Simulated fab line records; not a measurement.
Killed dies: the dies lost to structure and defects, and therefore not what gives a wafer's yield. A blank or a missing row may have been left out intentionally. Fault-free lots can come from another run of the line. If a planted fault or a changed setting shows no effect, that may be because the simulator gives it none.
fab line records    flow n5Finfet
record: lots: 7  wafers: 21
route steps=1938 shown BEOL_M0_SAQP@643 BEOL_M0_CUTY@713 BEOL_M0@715 BEOL_M1@824 BEOL_M2@857 BEOL_M3@933
startH: hours from the record's first day to the start of the lot's first wafer shown    waitH: hours since the lot's step before    " identical to the entry in the row above    L1.1+2: a single row standing in for several wafers    - no value, or no start was given    * or withheld: withheld    < > ~ a bound
route shown NAME@n: names a module that has steps shown in the file, with the first one's number in the route    usual: the fault-free wafers' mean and standard deviation    same: alike in all rows    chamber/n: place in a boat    sites: readings site by site    _std_site: standard deviation of those values    _edge_site: mean of outer sites minus mean of inner sites    radiusMm: how far each site lies from the wafer's centre    mask NAME#n: copy n    behind: the last tool/chamber to shape the wafer    hold: the reason the lot was held/the length of the hold in hours/how it ended    device: names the non-switching transistor (n, p or np)    end of line: the same wafers' tests at the end of the route    for a step that has no rows: nothing shown but its recipe    killed: not the wafer's yield, but the dies lost to structure and defects at the first sort    map: shows each die of a wafer: x if killed, . if not, _ if none is there
set.NAME: the setting the step ran with; set.NAME@STEP: the setting that earlier step ran with    model.NAME: the simulator's own value behind a step, which no gauge read
lots with deliberately changed settings; one table per step, one row per wafer
== steps ==
step: N5_BEOL_M0_SAQP_COAT_08
recipe: resist: CAR-ArF  spinRpm: 1500  resistThkNm: 90
lot.wafer  tool           chamber  startH  waitH  set.spinRpm  model.CAR-ArF_of_BEOL_M0_SAQP_COAT_08.thkNm
L075.2     lithoTrack-04  0        -       -      1500         90.4
L075.3     "              0        "       "      1614         87
L075.4     "              0        "       "      1500         90.6
L077.3     lithoTrack-03  0        -       -      1500         90.2
L077.4+6   "              0        "       "      1500         90
L080.3     lithoTrack-04  0        -       -      1618         86.8
L080.4     "              0        "       "      1618         86.6
L080.6     "              0        "       "      1500         90
L084.1     lithoTrack-03  0        -       -      1500         90
L084.3     "              0        "       "      1500         90.2
L084.5     "              0        "       "      1644         86
L092.1     lithoTrack-03  0        -       -      1500         90
L092.3+6   "              0        "       "      1614         86.6
L095.1     lithoTrack-01  0        -       -      1500         89.4
L095.3     "              0        "       "      1500         89.8
L095.6     "              0        "       "      1500         89.6
L096.2+4   lithoTrack-01  0        -       -      1598         87
L096.3     "              0        "       "      1500         89.8
step: N5_BEOL_M0_SAQP_EBR_10
recipe: solvent: PGMEA  ebrWidthMm: 1.5
step: N5_BEOL_M0_SAQP_SOFTBAKE_09
recipe: tempC: 110  timeS: 60  resist: CAR-ArF
step: N5_BEOL_M0_SAQP_EXPOSE_11
recipe: maskId: M0_CORE  na: 1.35  sourceShape: dipole  sigmaInner: 0.538  sigmaOuter: 0.738  polarization: te  targetCdNm: 42  doseMj: 55
step: N5_BEOL_M0_SAQP_PEB_12
recipe: pebTempC: withheld  pebTimeS: 60  resist: CAR-ArF
step: N5_BEOL_M0_SAQP_DEVELOP_13
recipe: developTimeS: 30  developer: TMAH  resist: CAR-ArF  devTempC: 23  rinseLiquid: diw  dry: airSpin
lot.wafer   tool           chamber  startH  waitH  set.spinRpm@BEOL_M0_SAQP_COAT_08  model.CAR-ArF_of_BEOL_M0_SAQP_COAT_08.thkNm
L075.2      lithoTrack-01  0        -       -      1500                              88.6
L075.3      "              0        "       "      1614                              85.2
L075.4      "              0        "       "      1500                              88.8
L077.3+4+6  lithoTrack-04  0        -       -      1500                              88.4
L080.3      lithoTrack-01  0        -       -      1618                              85
L080.4      "              0        "       "      1618                              84.8
L080.6      "              0        "       "      1500                              88.4
L084.1      lithoTrack-03  0        -       -      1500                              88.4
L084.3      "              0        "       "      1500                              88.6
L084.5      "              0        "       "      1644                              84.2
L092.1      lithoTrack-03  0        -       -      1500                              88.4
L092.3+6    "              0        "       "      1614                              85
L095.1      lithoTrack-03  0        -       -      1500                              87.6
L095.3      "              0        "       "      1500                              88.2
L095.6      "              0        "       "      1500                              88
L096.2+4    lithoTrack-03  0        -       -      1598                              85.2
L096.3      "              0        "       "      1500                              88.2
step: N5_BEOL_M0_SAQP_ETCH_106
recipe: chemistry: N2/H2  target: SOC  targetDepthA: 1500  stopOn: SiNx  ionEnergyEv: 100  biasW: 61  pressureMtorr: 30  sourceW: 850  n2FlowSccm: 200  h2FlowSccm: 200
lot.wafer  tool        chamber  startH  waitH  set.targetDepthA  model.SOC_of_BEOL_M0_SAQP_COAT_105.thkNm
L075.2     rieDiel-06  1        118.40  -      1550              22.6
L075.3     "           0        "       "      1500              23.2
L075.4     "           3        "       "      1500              27
L077.3+6   rieDiel-05  1,2      128.39  -      1333              32
L077.4     "           3        "       "      1500              23.6
L080.3     rieDiel-02  0        145.17  -      1500              24.8
L080.4     "           1        "       "      1500              24.2
L080.6     "           1        "       "      1660              16.2
L084.1     rieDiel-02  3        172.14  -      1341              33
L084.3     "           2        "       "      1341              32.8
L084.5     "           0        "       "      1500              26
L092.1     rieDiel-06  3        218.90  -      1500              26.2
L092.3     "           0        "       "      1500              23.6
L092.6     "           0        "       "      1680              14.8
L095.1     rieDiel-02  1        233.29  -      1500              21.2
L095.3     "           2        "       "      1500              24.6
L095.6     "           2        "       "      1500              23.6
L096.2     rieDiel-05  2        243.34  -      1347              32.2
L096.3     "           3        "       "      1500              25.4
L096.4     "           1        "       "      1347              32
step: N5_BEOL_M0_SAQP_SPACER2_ALD_26
recipe: material: SiO2  targetThkA: 150  tempC: 300  aldPrecursorFamily: BDEAS  aldCoReactant: O2-plasma  pulseTimeS: 1  purgeTimeS: 2  coReactantPurgeTimeS: 2  pressureTorr: 2
lot.wafer   tool       chamber  startH  waitH  set.targetThkA  model.SiO2_of_BEOL_M0_SAQP_SPACER2_ALD_26.thkNm
L075.2+3+4  aldSin-02  0,2,1    118.71  0.1    150             15
L077.3+4+6  aldSin-03  2,3,2    129.29  0.7    150             15
L080.3      aldSin-03  3        145.57  0.1    150             15
L080.4      "          1        "       "      163.5           16.4
L080.6      "          1        "       "      163.5           16.2
L084.1      aldSin-02  0        173.17  0.8    150             15
L084.3+5    "          2,1      "       "      158.6           15.8
L092.1      aldSin-01  0        219.21  0.1    135.6           13.4
L092.3      "          1        "       "      135.6           13.6
L092.6      "          0        "       "      150             15
L095.1+3+6  aldSin-03  3,0,2    233.91  0.1    150             15
L096.2      aldSin-01  3        243.64  0.1    150             15
L096.3+4    "          2,0      "       "      138.7           13.8
step: N5_BEOL_M0_SAQP_SPACER2_ETCHBACK_27
recipe: chemistry: CHF3/O2  mode: anisotropicEtchback  target: SiO2  targetDepthA: 225  timeS: 11.25  pressureMtorr: 30  sourceW: 650  biasW: 170  Ar_flow_sccm: 200  CHF3_flow_sccm: 50  O2_flow_sccm: 5  ionEnergyEv: 200
step: N5_BEOL_M0_SAQP_MANDREL2_REMOVE_110
recipe: chemistry: HBr/Cl2/O2  btTimeS: 10  target: a-Si  stopOn: SiCN  endpoint: OES-SiCl  overEtchFrac: 1  icpW: 600  biasW: 30  HBr_flow_sccm: 150  Cl2_flow_sccm: 80  O2_flow_sccm: 5  pressureMtorr: 10
lot.wafer  tool      chamber  startH  waitH  set.targetThkA@BEOL_M0_SAQP_SPACER2_ALD_26  model.BEOL_M0_SAQP.cdNm
L075.2+3   rieSi-06  0,2      119.45  0.1    150                                         15
L075.4     "         2        "       "      150                                         14.8
L077.3+6   rieSi-05  1,2      129.92  0.1    150                                         15
L077.4     "         0        "       "      150                                         15.2
L080.3     rieSi-04  3        146.20  0.1    150                                         14.8
L080.4     "         0        "       "      163.5                                       16.4
L080.6     "         3        "       "      163.5                                       16.2
L084.1     rieSi-04  1        173.87  0.1    150                                         15
L084.3     "         2        "       "      158.6                                       15.6
L084.5     "         3        "       "      158.6                                       15.8
L092.1+3   rieSi-06  0,1      219.84  0.1    135.6                                       13.6
L092.6     "         2        "       "      150                                         15
L095.1+6   rieSi-04  1,0      234.55  0.1    150                                         15.2
L095.3     "         2        "       "      150                                         15
L096.2     rieSi-05  3        244.28  0.1    150                                         15
L096.3+4   "         0,2      "       "      138.7                                       14
step: N5_BEOL_M0_SAQP_CD_MEAS_29
recipe: targetCdNm: 14.4  landingEnergyEv: 1000  detector: seInlens
usual: cdNm: 14.97/0.21
lot.wafer  tool      chamber  startH  waitH  set.targetThkA@BEOL_M0_SAQP_SPACER2_ALD_26  cdNm
L075.2     cdSem-01  0        119.57  0.1    150                                         15.04
L075.3     "         0        "       "      150                                         15.10
L075.4     "         0        "       "      150                                         14.84
L077.3     cdSem-02  0        130.04  0.1    150                                         15.00
L077.4     "         0        "       "      150                                         15.14
L077.6     "         0        "       "      150                                         15.06
L080.3     cdSem-02  0        146.32  0.1    150                                         15.02
L080.4     "         0        "       "      163.5                                       16.16
L080.6     "         0        "       "      163.5                                       15.97
L084.1     cdSem-02  0        173.98  0.1    150                                         14.99
L084.3     "         0        "       "      158.6                                       15.87
L084.5     "         0        "       "      158.6                                       15.84
L092.1     cdSem-01  0        219.95  0.1    135.6                                       13.52
L092.3     "         0        "       "      135.6                                       13.78
L092.6     "         0        "       "      150                                         15.07
L095.1     cdSem-03  0        234.66  0.1    150                                         14.91
L095.3     "         0        "       "      150                                         15.22
L095.6     "         0        "       "      150                                         14.86
L096.2     cdSem-02  0        244.39  0.1    150                                         15.16
L096.3     "         0        "       "      138.7                                       13.87
L096.4     "         0        "       "      138.7                                       13.74
step: N5_BEOL_M0_SAQP_COAT_69
recipe: resist: SOC  tempC: 250  timeS: 60  spinRpm: 1500  resistThkNm: 90
step: N5_BEOL_M0_SAQP_COAT_72
recipe: resist: SiARC  tempC: 220  timeS: 60  spinRpm: 1500  resistThkNm: 15
step: N5_BEOL_M0_CUTY_ETCH_63
recipe: chemistry: N2/H2  target: SOC  targetDepthA: 827  overetchA: 165  maskMaterial: SiARC  tempC: 40  ionEnergyEv: 200  timeS: 124  pressureMtorr: 30  sourceW: 840  biasW: 150  n2FlowSccm: 200  h2FlowSccm: 200
step: N5_BEOL_M0_CUTY_STRIP_64
recipe: chemistry: N2/H2  tempC: 40  n2FlowSccm: 200  h2FlowSccm: 200  rfFrequencyHz: 6e+07
step: N5_BEOL_M0_ETCH_138
recipe: chemistry: CH3F/O2  targetDepthA: 120  target: SiCN  timeS: 31.6  ionEnergyEv: 120  pressureMtorr: 30  sourceW: 395  biasW: 75  Ar_flow_sccm: 150  CH3F_flow_sccm: 30  O2_flow_sccm: 20  ends: cleared
lot.wafer  tool        chamber  startH  waitH  set.targetThkA@BEOL_M0_SAQP_SPACER2_ALD_26  model.SiO2_of_BEOL_M0_SAQP_SPACER2_ALD_26.thkNm
L075.2+4   rieDiel-03  2,0      121.83  0.0    150                                         5
L075.3     "           3        "       "      150                                         5.2
L077.3     rieDiel-01  0        132.17  0.0    150                                         5.2
L077.4+6   "           1,3      "       "      150                                         5
L080.3     rieDiel-04  3        148.78  0.0    150                                         5.2
L080.4+6   "           1,3      "       "      163.5                                       6.4
L084.1     rieDiel-01  2        176.06  0.0    150                                         5.2
L084.3+5   "           0        "       "      158.6                                       6
L092.1     rieDiel-04  3        222.62  0.0    135.6                                       3.6
L092.3     "           0        "       "      135.6                                       4
L092.6     "           1        "       "      150                                         5
L095.1+6   rieDiel-01  3,0      236.81  0.0    150                                         5.2
L095.3     "           0        "       "      150                                         5.4
L096.2     rieDiel-01  0        246.92  0.0    150                                         5.2
L096.3+4   "           2,0      "       "      138.7                                       4
step: N5_BEOL_M0_HM_OPEN_105
recipe: chemistry: Cl2/BCl3  targetDepthA: 120  target: TiN  ionEnergyEv: 150  pressureMtorr: 10  icpW: 1000  biasW: 126  Cl2_flow_sccm: 53.25  bcl3FlowSccm: 21.75  Ar_flow_sccm: 25
lot.wafer  tool         chamber  startH  waitH  set.targetThkA@BEOL_M0_SAQP_SPACER2_ALD_26  model.SiO2_of_BEOL_M0_SAQP_SPACER2_ALD_26.thkNm
L075.2+4   rieMetal-02  0        124.36  2.5    150                                         2.6
L075.3     "            1        "       "      150                                         2.8
L077.3     rieMetal-02  0        132.32  0.1    150                                         2.8
L077.4+6   "            1,0      "       "      150                                         2.6
L080.3     rieMetal-03  1        149.54  0.7    150                                         2.8
L080.4+6   "            0        "       "      163.5                                       4
L084.1     rieMetal-02  1        176.72  0.6    150                                         2.6
L084.3+5   "            0        "       "      158.6                                       3.6
L092.1     rieMetal-03  1        223.58  0.9    135.6                                       1.6
L092.3     "            1        "       "      135.6                                       1.8
L092.6     "            0        "       "      150                                         2.6
L095.1+6   rieMetal-02  0,1      236.98  0.1    150                                         2.8
L095.3     "            1        "       "      150                                         3
L096.2     rieMetal-01  0        251.64  4.7    150                                         2.8
L096.3+4   "            1,0      "       "      138.7                                       1.8
step: N5_BEOL_M0_SPUTTER_132
recipe: material: Cu  targetThkA: 40  tempC: -20  chamberPressurePa: 0.07  powerW: withheld  timeS: 7.37
lot.wafer   tool           chamber  startH  waitH  set.timeS  model.Cu_of_BEOL_M0_SPUTTER_132.thkNm
L075.2+3    pvdSputter-01  -        126.77  0.0    6.465      -
L075.4      "              -        "       "      7.37       4
L077.3      pvdSputter-01  -        134.26  0.0    8.158      4.6
L077.4      "              -        "       "      7.37       4
L077.6      "              -        "       "      8.158      4.4
L080.3+4+6  pvdSputter-02  -        152.21  0.0    7.37       4
L084.1+5    pvdSputter-03  -        178.84  0.0    7.37       3.8
L084.3      "              -        "       "      7.836      -
L092.1      pvdSputter-01  -        225.51  0.0    7.37       4
L092.3+6    "              -        "       "      7.37       3.8
L095.1+3+6  pvdSputter-01  -        238.84  0.0    7.37       4
L096.2      pvdSputter-03  -        256.74  0.0    7.37       4
L096.3      "              -        "       "      6.689      3.6
L096.4      "              -        "       "      6.689      -
step: N5_BEOL_M1_SPUTTER_90
recipe: material: Cu  targetThkA: 45  tempC: -20  chamberPressurePa: 0.07  powerW: withheld  timeS: 8.29
lot.wafer   tool           chamber  startH  waitH  set.timeS  model.Cu_of_BEOL_M1_SPUTTER_90.thkNm
L075.2+4    pvdSputter-02  -        133.99  0.1    8.29       4.6
L075.3      "              -        "       "      7.057      4
L077.3      pvdSputter-02  -        142.63  0.1    9.505      -
L077.4+6    "              -        "       "      8.29       4.6
L080.3      pvdSputter-01  -        161.00  0.1    7.092      -
L080.4+6    "              -        "       "      8.29       4.4
L084.1+3    pvdSputter-02  -        206.45  0.1    8.29       4.6
L084.5      "              -        "       "      7.078      4
L092.1+3+6  pvdSputter-02  -        235.68  0.1    7.657      -
L095.1+3+6  pvdSputter-02  -        267.96  0.1    8.29       4.6
L096.2      pvdSputter-01  -        270.58  0.1    8.29       4.4
L096.3+4    "              -        "       "      8.29       4.6
step: N5_BEOL_M2_DESCUM_16
recipe: chemistry: O2  timeS: 7  sourcePowerW: 50  biasPowerW: 20  pressureMtorr: 20  rfFrequencyHz: 2.712e+07  tempC: 40  resist: CAR-EUV  o2FlowSccm: 225
lot.wafer   tool        chamber  startH  waitH  set.timeS  model.CAR-EUV_of_BEOL_M2_COAT_05.thkNm
L075.2+3+4  rieDiel-03  0,2,3    137.88  0.0    7          26
L077.3+6    rieDiel-01  3,1      145.77  0.2    7          25.8
L077.4      "           0        "       "      7          26
L080.3+6    rieDiel-04  0,3      164.07  0.0    5.925      26.8
L080.4      "           2        "       "      7          26
L084.1+3    rieDiel-01  1,3      208.99  0.0    7          26
L084.5      "           1        "       "      6.139      26.4
L092.1      rieDiel-01  2        238.50  0.1    7          26.2
L092.3      "           0        "       "      5.871      26.6
L092.6      "           3        "       "      7          26
L095.1+3+6  rieDiel-01  3,0,0    272.47  0.3    7          26.2
L096.2+4    rieDiel-04  3,2      273.59  0.2    7.666      25.8
L096.3      "           0        "       "      7          26
step: N5_BEOL_M2_ETCH_64
recipe: chemistry: N2/H2  target: SOC  targetDepthA: 750  overetchA: 225  maskMaterial: SiARC  tempC: 40  timeS: 121.9  ionEnergyEv: 200  pressureMtorr: 30  sourceW: 840  biasW: 150  n2FlowSccm: 200  h2FlowSccm: 200
usual: rfVppV: 524.7/2
lot.wafer  tool        chamber  startH  waitH  set.biasW  rfVppV  model.SiARC_of_BEOL_M2_COAT_62.thkNm
L075.2     rieDiel-03  0        137.96  0.0    157.3      543.7   6.2
L075.3     "           2        "       "      157.3      539.5   5.8
L075.4     "           3        "       "      150        526.6   6.6
L077.3     rieDiel-01  3        145.85  0.0    135        494.1   7
L077.4     "           0        "       "      135        489.8   7.2
L077.6     "           1        "       "      150        525.9   6
L080.3     rieDiel-04  0        164.15  0.0    125.6      466.1   7.8
L080.4     "           2        "       "      150        523.2   6.4
L080.6     "           3        "       "      125.6      470.5   7.6
L084.1     rieDiel-01  1        209.07  0.0    150        525.8   6.2
L084.3     "           3        "       "      150        527.8   6.4
L084.5     "           1        "       "      150        525.8   6.2
L092.1     rieDiel-01  2        238.57  0.0    173.1      569.2   5
L092.3     "           0        "       "      150        522.5   6.6
L092.6     "           3        "       "      150        527.5   6.4
L095.1     rieDiel-01  3        272.55  0.0    150        528.1   6.4
L095.3     "           0        "       "      150        523.4   6.6
L095.6     "           0        "       "      150        522.4   6.6
L096.2     rieDiel-04  3        273.67  0.0    128.7      476.4   7.4
L096.3     "           0        "       "      150        522.4   6.6
L096.4     "           2        "       "      128.7      474.6   7.2
step: N5_BEOL_M3_PECVD_72
recipe: material: SiO2  targetThkA: 160  tempC: 400  precursor: TEOS/O2  pressureTorr: 5.5  rfW: 450  teosFlowSccm: 53.8  gas: O2  flowSccm: 3000  timeS: 18
lot.wafer  tool      chamber  startH  waitH  set.timeS  model.SiO2_of_BEOL_M3_PECVD_72.thkNm
L075.2     pecvd-04  0        145.32  0.0    18         16
L075.3     "         1        "       "      18         15.8
L075.4     "         1        "       "      17.07      15.2
L077.3+4   pecvd-03  1        155.47  0.0    16.06      14.4
L077.6     "         2        "       "      18         16
L080.3     pecvd-03  1        171.89  0.0    18         15.8
L080.4+6   "         1,2      "       "      18         16.2
L084.1+5   pecvd-03  1,2      215.07  0.0    18         16
L084.3     "         0        "       "      15.55      13.6
L092.1     pecvd-02  0        255.16  0.0    18         15.8
L092.3     "         1        "       "      18         16
L092.6     "         0        "       "      19.82      17.6
L095.1     pecvd-02  2        279.38  0.0    18         15.8
L095.3     "         1        "       "      18         16
L095.6     "         1        "       "      18         16.2
L096.2+3   pecvd-04  0,1      279.51  0.0    18         15.8
L096.4     "         1        "       "      18         16.2
step: N5_BEOL_M3_COAT_05
recipe: resist: CAR-EUV  spinRpm: 1500  resistThkNm: 30
lot.wafer   tool           chamber  startH  waitH  set.spinRpm  model.CAR-EUV_of_BEOL_M3_COAT_05.thkNm
L075.2+3    lithoTrack-02  0        -       -      1500         30
L075.4      "              0        "       "      1500         30.2
L077.3+4+6  lithoTrack-04  0        -       -      1500         30
L080.3      lithoTrack-04  0        -       -      1500         30.2
L080.4      "              0        "       "      1500         30
L080.6      "              0        "       "      1372         31.4
L084.1+3+5  lithoTrack-02  0        -       -      1500         30
L092.1+3+6  lithoTrack-05  0        -       -      1500         30
L095.1+3+6  lithoTrack-04  0        -       -      1500         30
L096.2      lithoTrack-02  0        -       -      1416         31
L096.3      "              0        "       "      1500         30
L096.4      "              0        "       "      1416         30.8
step: N5_BEOL_M3_EBR_07
recipe: solvent: PGMEA  ebrWidthMm: 1.5
step: N5_BEOL_M3_SOFTBAKE_06
recipe: tempC: 110  timeS: 60  resist: CAR-EUV
step: N5_BEOL_M3_EXPOSE_08
recipe: maskId: M3  na: 0.33  sourceShape: dipole  sigmaInner: 0.369  sigmaOuter: 0.767  polarization: unpolarized  doseMj: 33
step: N5_BEOL_M3_PEB_09
recipe: pebTempC: 100  pebTimeS: 60  resist: CAR-EUV
step: N5_BEOL_M3_DEVELOP_10
recipe: developTimeS: 30  developer: TMAH  resist: CAR-EUV  rinseLiquid: surfactantRinse  dry: airSpin  devTempC: 23
lot.wafer   tool           chamber  startH  waitH  set.spinRpm@BEOL_M3_COAT_05  model.CAR-EUV_of_BEOL_M3_COAT_05.thkNm
L075.2+3    lithoTrack-04  0        -       -      1500                         29.6
L075.4      "              0        "       "      1500                         29.8
L077.3+4+6  lithoTrack-05  0        -       -      1500                         29.4
L080.3+4    lithoTrack-02  0        -       -      1500                         29.6
L080.6      "              0        "       "      1372                         31
L084.1      lithoTrack-04  0        -       -      1500                         29.4
L084.3+5    "              0        "       "      1500                         29.6
L092.1      lithoTrack-05  0        -       -      1500                         29.6
L092.3+6    "              0        "       "      1500                         29.4
L095.1      lithoTrack-02  0        -       -      1500                         29.4
L095.3+6    "              0        "       "      1500                         29.6
L096.2+4    lithoTrack-02  0        -       -      1416                         30.4
L096.3      "              0        "       "      1500                         29.6
step: N5_BEOL_M3_DESCUM_16
recipe: chemistry: O2  timeS: 7  sourcePowerW: 50  biasPowerW: 20  pressureMtorr: 20  rfFrequencyHz: 2.712e+07  tempC: 40  resist: CAR-EUV  o2FlowSccm: 225
lot.wafer   tool        chamber  startH  waitH  set.spinRpm@BEOL_M3_COAT_05  model.CAR-EUV_of_BEOL_M3_COAT_05.thkNm
L075.2+3    rieDiel-06  2,1      146.05  0.0    1500                         26
L075.4      "           0        "       "      1500                         26.2
L077.3+4+6  rieDiel-05  3,1,0    156.14  0.0    1500                         26
L080.3+4    rieDiel-06  0,1      172.72  0.0    1500                         26.2
L080.6      "           0        "       "      1372                         27.6
L084.1+3    rieDiel-02  3,1      215.95  0.0    1500                         26
L084.5      "           0        "       "      1500                         26.2
L092.1+3+6  rieDiel-05  0,1,0    258.22  0.0    1500                         26
L095.1+6    rieDiel-05  0        280.85  0.0    1500                         26
L095.3      "           1        "       "      1500                         26.2
L096.2+4    rieDiel-06  3,1      280.89  0.0    1416                         27
L096.3      "           0        "       "      1500                         26
step: N5_BEOL_M3_ETCH_74
recipe: chemistry: N2/H2  target: underlayer  targetDepthA: 65  maskMaterial: CAR-EUV  timeS: 5.2  ionEnergyEv: 200  pressureMtorr: 30  sourceW: 840  biasW: 150  n2FlowSccm: 200  h2FlowSccm: 200  ends: cleared
step: N5_BEOL_M3_ETCH_63
recipe: chemistry: CF4  target: SiARC  targetDepthA: 156  maskMaterial: CAR-EUV  timeS: 26  ionEnergyEv: 80  pressureMtorr: 40  sourceW: 545  biasW: 36  Ar_flow_sccm: 100  cf4FlowSccm: 100  ends: cleared
step: N5_BEOL_M3_STRIP_97
recipe: chemistry: N2/H2  timeS: 10  powerW: 450  tempC: 40  pressureMtorr: 20  rfFrequencyHz: 6e+07  biasPowerW: 7  n2FlowSccm: 200  h2FlowSccm: 200
step: N5_BEOL_M3_HM_STRIP_39
recipe: chemistry: peroxideTinStrip  material: TiN  targetDepthA: 250  tempC: 50  timeS: 158
lot.wafer  tool         chamber  startH  waitH  set.timeS@BEOL_M3_PECVD_72  model.SiO2_of_BEOL_M3_PECVD_72.thkNm
L075.2     wetBench-02  6        152.18  0.0    18                          15.8
L075.3     "            5        "       "      18                          15.6
L075.4     "            2        "       "      17.07                       15
L077.3+4   wetBench-01  7,6      162.14  0.0    16.06                       14.2
L077.6     "            4        "       "      18                          16
L080.3     wetBench-01  6        177.71  0.0    18                          15.8
L080.4+6   "            3,7      "       "      18                          16
L084.1+5   wetBench-04  1,6      223.78  0.0    18                          15.8
L084.3     "            7        "       "      15.55                       13.6
L092.1+3   wetBench-01  1,4      268.25  0.0    18                          15.8
L092.6     "            2        "       "      19.82                       17.6
L095.1     wetBench-04  2        284.58  0.0    18                          15.6
L095.3     "            7        "       "      18                          15.8
L095.6     "            3        "       "      18                          16
L096.2+3   wetBench-04  7,5      288.71  0.0    18                          15.6
L096.4     "            1        "       "      18                          16
== key ==
split: step: N5_BEOL_M0_SAQP_COAT_08  setting: spinRpm  stated: 1500  by: wafer
response: step: N5_BEOL_M0_SAQP_COAT_08  reading: model.CAR-ArF_of_BEOL_M0_SAQP_COAT_08.thkNm  change: -0.436  per: 1%  r: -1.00
response: step: N5_BEOL_M0_SAQP_DEVELOP_13  reading: model.CAR-ArF_of_BEOL_M0_SAQP_COAT_08.thkNm  change: -0.451  per: 1%  r: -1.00
split: step: N5_BEOL_M0_SAQP_ETCH_106  setting: targetDepthA  stated: 1500  by: wafer
response: step: N5_BEOL_M0_SAQP_ETCH_106  reading: model.SOC_of_BEOL_M0_SAQP_COAT_105.thkNm  change: -0.744  per: 1%  r: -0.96
split: step: N5_BEOL_M0_SAQP_SPACER2_ALD_26  setting: targetThkA  stated: 150  by: wafer
response: step: N5_BEOL_M0_SAQP_SPACER2_ALD_26  reading: model.SiO2_of_BEOL_M0_SAQP_SPACER2_ALD_26.thkNm  change: +0.151  per: 1%  r: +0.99
response: step: N5_BEOL_M0_SAQP_MANDREL2_REMOVE_110  reading: model.BEOL_M0_SAQP.cdNm  change: +0.146  per: 1%  r: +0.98
response: step: N5_BEOL_M0_SAQP_CD_MEAS_29  reading: cdNm  change: +0.145  per: 1%  r: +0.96
response: step: N5_BEOL_M0_ETCH_138  reading: model.SiO2_of_BEOL_M0_SAQP_SPACER2_ALD_26.thkNm  change: +0.137  per: 1%  r: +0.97
response: step: N5_BEOL_M0_HM_OPEN_105  reading: model.SiO2_of_BEOL_M0_SAQP_SPACER2_ALD_26.thkNm  change: +0.124  per: 1%  r: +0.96
split: step: N5_BEOL_M0_SPUTTER_132  setting: timeS  stated: 7.37  by: wafer
response: step: N5_BEOL_M0_SPUTTER_132  reading: model.Cu_of_BEOL_M0_SPUTTER_132.thkNm  change: +0.0455  per: 1%  r: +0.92
split: step: N5_BEOL_M1_SPUTTER_90  setting: timeS  stated: 8.29  by: wafer
response: step: N5_BEOL_M1_SPUTTER_90  reading: model.Cu_of_BEOL_M1_SPUTTER_90.thkNm  change: +0.0407  per: 1%  r: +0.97
split: step: N5_BEOL_M2_DESCUM_16  setting: timeS  stated: 7  by: wafer
response: step: N5_BEOL_M2_DESCUM_16  reading: model.CAR-EUV_of_BEOL_M2_COAT_05.thkNm  change: -0.0368  per: 1%  r: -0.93
split: step: N5_BEOL_M2_ETCH_64  setting: biasW  stated: 150  by: wafer
response: step: N5_BEOL_M2_ETCH_64  reading: rfVppV  change: +3.21  per: 1%  r: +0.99
response: step: N5_BEOL_M2_ETCH_64  reading: model.SiARC_of_BEOL_M2_COAT_62.thkNm  change: -0.0823  per: 1%  r: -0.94
split: step: N5_BEOL_M3_PECVD_72  setting: timeS  stated: 18  by: wafer
response: step: N5_BEOL_M3_PECVD_72  reading: model.SiO2_of_BEOL_M3_PECVD_72.thkNm  change: +0.164  per: 1%  r: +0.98
response: step: N5_BEOL_M3_HM_STRIP_39  reading: model.SiO2_of_BEOL_M3_PECVD_72.thkNm  change: +0.165  per: 1%  r: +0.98
split: step: N5_BEOL_M3_COAT_05  setting: spinRpm  stated: 1500  by: wafer
response: step: N5_BEOL_M3_COAT_05  reading: model.CAR-EUV_of_BEOL_M3_COAT_05.thkNm  change: -0.155  per: 1%  r: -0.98
response: step: N5_BEOL_M3_DEVELOP_10  reading: model.CAR-EUV_of_BEOL_M3_COAT_05.thkNm  change: -0.158  per: 1%  r: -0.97
response: step: N5_BEOL_M3_DESCUM_16  reading: model.CAR-EUV_of_BEOL_M3_COAT_05.thkNm  change: -0.168  per: 1%  r: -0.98
